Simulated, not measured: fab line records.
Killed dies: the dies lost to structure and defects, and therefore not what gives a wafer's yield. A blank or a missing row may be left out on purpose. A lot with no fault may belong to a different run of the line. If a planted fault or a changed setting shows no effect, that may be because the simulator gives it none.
Split-lot trial :: flow n5_finfet :: 21 wafers read from 7 lots, route of 1938 steps

SPLIT DETAILS
At N5_BEOL_M6_COAT_22 (resist thk 30 nm), the setting spin_rpm was moved away from the recipe's 1500 rpm on 9 of the 21 wafers read, by -5.5% to +8.4%. This setting was run at the recipe's value on the other wafers.

FROM THE SPLIT TO THE READING: what the file shows between them, 2 steps
- N5_BEOL_M6_EBR_24
- N5_BEOL_M6_SOFTBAKE_23: time 60 s

THE READING
CAR-EUV_of_BEOL_M6_COAT_22.thk_nm (the simulator's own value, which no gauge read), in nm, at N5_BEOL_M6_DESCUM_33 (chemistry O2, time 7 s). The file does not state a usual value for it. The 12 wafers here that ran the recipe average 26.1 nm, standard deviation 0.1 nm.

wafer: L085.2
tool, chamber at the split: litho_track-02, 0
spin_rpm as run, rpm: 1601
against the recipe: +6.7%
CAR-EUV_of_BEOL_M6_COAT_22.thk_nm, nm: 25.2
against lot-mates on the recipe: -0.9

wafer: L085.4
tool, chamber at the split: litho_track-02, 0
spin_rpm as run, rpm: 1500
against the recipe: recipe
CAR-EUV_of_BEOL_M6_COAT_22.thk_nm, nm: 26
against lot-mates on the recipe: -

wafer: L085.6
tool, chamber at the split: litho_track-02, 0
spin_rpm as run, rpm: 1500
against the recipe: recipe
CAR-EUV_of_BEOL_M6_COAT_22.thk_nm, nm: 26.2
against lot-mates on the recipe: -

wafer: L090.2
tool, chamber at the split: litho_track-02, 0
spin_rpm as run, rpm: 1418
against the recipe: -5.5%
CAR-EUV_of_BEOL_M6_COAT_22.thk_nm, nm: 27
against lot-mates on the recipe: no lot-mate on the recipe

wafer: L090.3
tool, chamber at the split: litho_track-02, 0
spin_rpm as run, rpm: 1418
against the recipe: -5.5%
CAR-EUV_of_BEOL_M6_COAT_22.thk_nm, nm: 27
against lot-mates on the recipe: no lot-mate on the recipe

wafer: L090.5
tool, chamber at the split: litho_track-02, 0
spin_rpm as run, rpm: 1418
against the recipe: -5.5%
CAR-EUV_of_BEOL_M6_COAT_22.thk_nm, nm: 26.8
against lot-mates on the recipe: no lot-mate on the recipe

wafer: L091.1
tool, chamber at the split: litho_track-02, 0
spin_rpm as run, rpm: 1500
against the recipe: recipe
CAR-EUV_of_BEOL_M6_COAT_22.thk_nm, nm: 26.2
against lot-mates on the recipe: -

wafer: L091.6
tool, chamber at the split: litho_track-02, 0
spin_rpm as run, rpm: 1500
against the recipe: recipe
CAR-EUV_of_BEOL_M6_COAT_22.thk_nm, nm: 26.2
against lot-mates on the recipe: -

wafer: L091.3
tool, chamber at the split: litho_track-02, 0
spin_rpm as run, rpm: 1626
against the recipe: +8.4%
CAR-EUV_of_BEOL_M6_COAT_22.thk_nm, nm: 25.2
against lot-mates on the recipe: -1.0

wafer: L092.1
tool, chamber at the split: litho_track-05, 0
spin_rpm as run, rpm: 1500
against the recipe: recipe
CAR-EUV_of_BEOL_M6_COAT_22.thk_nm, nm: 26.2
against lot-mates on the recipe: -

wafer: L092.6
tool, chamber at the split: litho_track-05, 0
spin_rpm as run, rpm: 1500
against the recipe: recipe
CAR-EUV_of_BEOL_M6_COAT_22.thk_nm, nm: 26.2
against lot-mates on the recipe: -

wafer: L092.5
tool, chamber at the split: litho_track-05, 0
spin_rpm as run, rpm: 1615
against the recipe: +7.7%
CAR-EUV_of_BEOL_M6_COAT_22.thk_nm, nm: 25.2
against lot-mates on the recipe: -1.0

wafer: L094.2
tool, chamber at the split: litho_track-05, 0
spin_rpm as run, rpm: 1500
against the recipe: recipe
CAR-EUV_of_BEOL_M6_COAT_22.thk_nm, nm: 26
against lot-mates on the recipe: -

wafer: L094.5
tool, chamber at the split: litho_track-05, 0
spin_rpm as run, rpm: 1500
against the recipe: recipe
CAR-EUV_of_BEOL_M6_COAT_22.thk_nm, nm: 26
against lot-mates on the recipe: -

wafer: L094.3
tool, chamber at the split: litho_track-05, 0
spin_rpm as run, rpm: 1603
against the recipe: +6.9%
CAR-EUV_of_BEOL_M6_COAT_22.thk_nm, nm: 25
against lot-mates on the recipe: -1.0

wafer: L095.1
tool, chamber at the split: litho_track-02, 0
spin_rpm as run, rpm: 1608
against the recipe: +7.2%
CAR-EUV_of_BEOL_M6_COAT_22.thk_nm, nm: 25.2
against lot-mates on the recipe: -1.0

wafer: L095.5
tool, chamber at the split: litho_track-02, 0
spin_rpm as run, rpm: 1608
against the recipe: +7.2%
CAR-EUV_of_BEOL_M6_COAT_22.thk_nm, nm: 25.2
against lot-mates on the recipe: -1.0

wafer: L095.2
tool, chamber at the split: litho_track-02, 0
spin_rpm as run, rpm: 1500
against the recipe: recipe
CAR-EUV_of_BEOL_M6_COAT_22.thk_nm, nm: 26.2
against lot-mates on the recipe: -

wafer: L096.2
tool, chamber at the split: litho_track-05, 0
spin_rpm as run, rpm: 1500
against the recipe: recipe
CAR-EUV_of_BEOL_M6_COAT_22.thk_nm, nm: 26
against lot-mates on the recipe: -

wafer: L096.5
tool, chamber at the split: litho_track-05, 0
spin_rpm as run, rpm: 1500
against the recipe: recipe
CAR-EUV_of_BEOL_M6_COAT_22.thk_nm, nm: 26
against lot-mates on the recipe: -

wafer: L096.6
tool, chamber at the split: litho_track-05, 0
spin_rpm as run, rpm: 1500
against the recipe: recipe
CAR-EUV_of_BEOL_M6_COAT_22.thk_nm, nm: 26
against lot-mates on the recipe: -

THE FIT
A straight line over all 21 wafers: CAR-EUV_of_BEOL_M6_COAT_22.thk_nm changes by -0.134 nm for each +1% of spin_rpm; r = -0.98; the points scatter about the line by 0.12 nm.
The same after taking each lot's own level away (the mean of its wafers on the recipe; 18 wafers): -0.133 nm for each +1%; r = -0.99; scatter 0.053 nm.
According to that fit, moving spin_rpm by its largest amount changes the reading by 1.1 nm.
The lots' own levels span 26.00 to 26.20 nm, that is 2.0 times the standard deviation above.
The two slopes are in agreement: the lot-to-lot level therefore moves the slope only a little.
Check: for one of the wafers moved furthest among these (+8.4%), held out of the fit, the line's prediction against its lot-mates is -1.15 nm. Against them it came out at -1 nm.

THE OTHER SPLITS THESE WAFERS WENT THROUGH
Before the reading, these wafers also passed through other splits. Each is held against what the fit with the lots' levels taken away leaves over:
other split on the same wafers: N5_BEOL_M5_ILD_DEP_00 temp_c
wafers away from the commonest value: 7
r with CAR-EUV_of_BEOL_M6_COAT_22.thk_nm (lot level and that fit taken away): +0.29

other split on the same wafers: N5_BEOL_M6_COAT_63 spin_rpm
wafers away from the commonest value: 7
r with CAR-EUV_of_BEOL_M6_COAT_22.thk_nm (lot level and that fit taken away): -0.12

THE WHOLE CHAIN: every reading that the file lists as answering this split, in the file's order
step: N5_BEOL_M6_COAT_22
what it does: resist thk 30 nm
reading: CAR-EUV_of_BEOL_M6_COAT_22.thk_nm (the simulator's own value, which no gauge read)
change (the file's fit): -0.138 nm for each +1% of the setting
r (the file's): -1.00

step: N5_BEOL_M6_DESCUM_33
what it does: chemistry O2, time 7 s
reading: CAR-EUV_of_BEOL_M6_COAT_22.thk_nm (the simulator's own value, which no gauge read)
change (the file's fit): -0.132 nm for each +1% of the setting
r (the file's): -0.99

FILE'S OWN FIT
CAR-EUV_of_BEOL_M6_COAT_22.thk_nm changes by -0.132 nm for each +1% of spin_rpm, r = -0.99.
